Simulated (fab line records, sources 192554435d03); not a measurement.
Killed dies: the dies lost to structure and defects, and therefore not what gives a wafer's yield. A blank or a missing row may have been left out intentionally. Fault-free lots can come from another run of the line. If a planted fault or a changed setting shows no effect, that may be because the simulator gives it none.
Matching of chambers	flow n5Finfet	N5_BEOL_M6_DESCUM_16 on rieDiel-02 has 4 sister chambers
The step chemistry O2, time 7.9 s. 8 wafers are shown with their chamber, then 7 later ones without.

## EACH WAFER AND ITS CHAMBER
wafer	chamber	drypumpMotorCurrentA (A)	throttleValvePct (%)
L076.5	3	6.3	20.10
L078.2	1	5.6	20.50
L083.4	0	5.9	20.30
L084.1	1	5.7	20.16
L084.3	2	5.9	20.42
L084.4	0	5.9	20.29
L088.1	3	6.3	20.15
L088.2	2	5.9	20.45

## WAFERS WITH NO CHAMBER GIVEN
wafer	drypumpMotorCurrentA (A)	throttleValvePct (%)
L088.4	5.9	20.31
L092.2	5.9	20.46
L092.3	6.3	20.15
L092.4	5.6	20.18
L096.3	5.9	20.34
L096.5	5.9	20.32
L096.6	5.9	20.47

## CHAMBER TAKEN BY EACH
wafer	from the rows above	in truth
L088.4	can't be placed: 0 or 2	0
L092.2	can't be placed: 2 or 0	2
L092.3	3	3
L092.4	1	1
L096.3	can't be placed: 0 or 2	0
L096.5	can't be placed: 0 or 2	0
L096.6	can't be placed: 2 or 0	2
Correct placement for 2 of the 7. Unplaceable from these rows: 5, with the true chamber sitting among the candidates in 5. Wrongly placed: 0.
How it was worked out, from the rows above alone: a wafer's distance from a chamber is the root of the sum, over the readings, of the square of ((its reading less the chamber's mean) divided by the reading's scatter). The wafer belongs to the nearest chamber; if the next one is less than 2 further off, it can't be placed. Each chamber's mean is taken over the wafers shown for it. The scatter: the root of (the sum of the squares of (reading less its chamber's mean) over the shown wafers, divided by (wafers less chambers)).
